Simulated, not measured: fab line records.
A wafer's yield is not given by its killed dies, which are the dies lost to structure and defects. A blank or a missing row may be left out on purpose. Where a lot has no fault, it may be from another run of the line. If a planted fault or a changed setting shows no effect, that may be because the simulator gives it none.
Struck lot and sound lot, side by side	flow n5Finfet	16 steps out of a route of 1938
Sound: wafers L771.1, L771.5, L771.6. Struck: wafer L779.4; the same lot's L779.2 was not struck, so it is left out; see the end for the cause.
For every step that has rows: the tool of each side, followed by ch and its chambers, followed by its first start. Under that, the readings that differ: sound wafers	struck wafers	difference of the means	sigmas: that difference in standard deviations of wafers without a fault.
alike: a reading whose means differ by less than 2 such deviations, as well as words and numbers matching on both sides. not compared: withheld readings; readings where some wafer has no value; bounds like >300 that might hide an equal value; numbers whose values overlap and for which the record gives no deviation.
A row with sigmas, a row that says differs or no value, or rows on one side alone: a step with any of these is where the two part. Numbers that don't overlap but have no deviation are shown without sigmas and don't part them. Lack of a reading on every wafer of one side parts them only where that side has two or more wafers.

first, 2 steps without rows for these wafers: N5_BEOL_M4_PEB_09 (peb time 60 s); N5_BEOL_M4_DEVELOP_10 (develop time 30 s).
N5_BEOL_M4_CD_MEAS_11 targets a cd of 16.79 nm.
  sound on cdSem-02 ch 0, day 10 08:53; struck on cdSem-01 ch 0, day 12 01:08
  alike: cdNm
N5_BEOL_M4_OVL_MEAS_12:
  sound on overlay-02 ch 0, day 10 08:55; struck on overlay-02 ch 0, day 12 01:10
  alike: M4_OVL
N5_BEOL_M4_INSPECT_13: inspects for defects (brightfield).
  struck on defectInspect-01, day 12 01:13; sound on defectInspect-01, day 10 08:59
  alike: rawDefectCount
N5_BEOL_M4_DESCUM_16: chemistry O2, time 7 s.
  sound on rieDiel-04 ch 0,1,3, day 10 09:01; struck on rieDiel-05 ch 0, day 12 01:15
reading	sound	struck	difference	sigmas
drypumpMotorCurrentA (A)	6.7 5.7 5.8	4.9	-1.2	-2
throttleValvePct (%)	20.31 20.35 20.24	20.85	+0.55	+3
  alike: chamberPressureMTorr, oesProductAu, rfVppV, showerheadPlenumPTorr, tempC
  not compared: rfHoursCounterH
then, 1 step without rows for these wafers: N5_BEOL_M4_ETCH_74 (etches underlayer in N2/H2, target depth 6.5 nm, time 5.2 s).
N5_BEOL_M4_ETCH_63: etches SiARC in CF4, target depth 15.6 nm, time 26 s.
  sound on rieDiel-04 ch 0,1,3, day 10 09:04; struck on rieDiel-05 ch 0, day 12 01:19
reading	sound	struck	difference	sigmas
biasW (W)	36.08 35.94 35.84	36.23	+0.28	+3
drypumpMotorCurrentA (A)	6.7 5.7 5.8	4.9	-1.2	-2
throttleValvePct (%)	15.44 15.57 15.46	16.07	+0.58	+3
  alike: chamberPressureMTorr, etchRfOnTimeS, oesProductAu, rfVppV, showerheadPlenumPTorr
  not compared: rfHoursCounterH
N5_BEOL_M4_ETCH_64: etches SOC in N2/H2, target depth 75 nm, overetch 22.5 nm, time 121.9 s.
  sound on rieDiel-04 ch 0,1,3, day 10 09:06; struck on rieDiel-05 ch 0, day 12 01:20
reading	sound	struck	difference	sigmas
drypumpMotorCurrentA (A)	6.7 5.6 5.8	4.9	-1.1	-2
throttleValvePct (%)	17.62 17.66 17.57	18.24	+0.62	+2
  alike: biasW, chamberPressureMTorr, h2FlowSccm, oesProductAu, rfVppV, showerheadPlenumPTorr, tempC
  not compared: rfHoursCounterH
then, 2 steps without rows for these wafers: N5_BEOL_M4_STRIP_65 (strips in N2/H2); N5_BEOL_M4_STRIP_75 (strips in N2/H2).
N5_BEOL_M4_STRIP_66: strips in CF4.
  sound on rieDiel-04 ch 0,1,3, day 10 09:14; struck on rieDiel-05 ch 0, day 12 01:28
reading	sound	struck	difference	sigmas
drypumpMotorCurrentA (A)	6.7 5.6 5.8	4.9	-1.1	-2
throttleValvePct (%)	13.40 13.53 13.48	14.06	+0.59	+2
  alike: chamberPressureMTorr, oesProductAu, rfVppV, showerheadPlenumPTorr
  not compared: rfHoursCounterH
N5_BEOL_M4_HM_OPEN_17: chemistry Cl2/BCl3, target TiN, target depth 20 nm, overetch 6 nm.
  sound on rieMetal-01 ch 0,1, day 10 09:16; struck on rieMetal-02 ch 1, day 12 01:31
reading	sound	struck	difference	sigmas
model.SOC_of_BEOL_M4_COAT_61.thkNm (nm)	51.8 51.8 51.8	49	-3	
model.BEOL_M4.cdOffsetNm (nm)	0 0 -0.2	0.6	+0.7	
  alike: biasW, chamberPressureMTorr, drypumpMotorCurrentA, oesProductAu, throttleValvePct
  not compared: rfHoursCounterH
N5_BEOL_M4_STRIP_19: strips in O2.
  sound on rieDiel-01 ch 0,2, day 10 09:23; struck on rieDiel-05 ch 0, day 12 01:38
  alike: chamberPressureMTorr, drypumpMotorCurrentA, oesProductAu, rfVppV, showerheadPlenumPTorr, tempC, throttleValvePct
  not compared: rfHoursCounterH
N5_BEOL_M4_RC_MEAS_101:
  sound on prober-01 ch 0, day 10 14:47; struck on prober-02 ch 0, day 12 17:53
  alike: DIBL_N, DIBL_P, IOFF_N, IOFF_P, ION_N, ION_P, SS_N, SS_P, VT_N, VT_P
next, for these wafers, 1 step has no rows: N5_PASSIVATION_PROBE_49.

WHERE THEY PART
Earliest at N5_BEOL_M4_DESCUM_16; latest, in this record, at N5_BEOL_M4_STRIP_66. Later steps at which nothing parts them and some readings are alike: N5_BEOL_M4_HM_OPEN_17, N5_BEOL_M4_STRIP_19, N5_BEOL_M4_RC_MEAS_101.

WHY: what had been put in by the simulator
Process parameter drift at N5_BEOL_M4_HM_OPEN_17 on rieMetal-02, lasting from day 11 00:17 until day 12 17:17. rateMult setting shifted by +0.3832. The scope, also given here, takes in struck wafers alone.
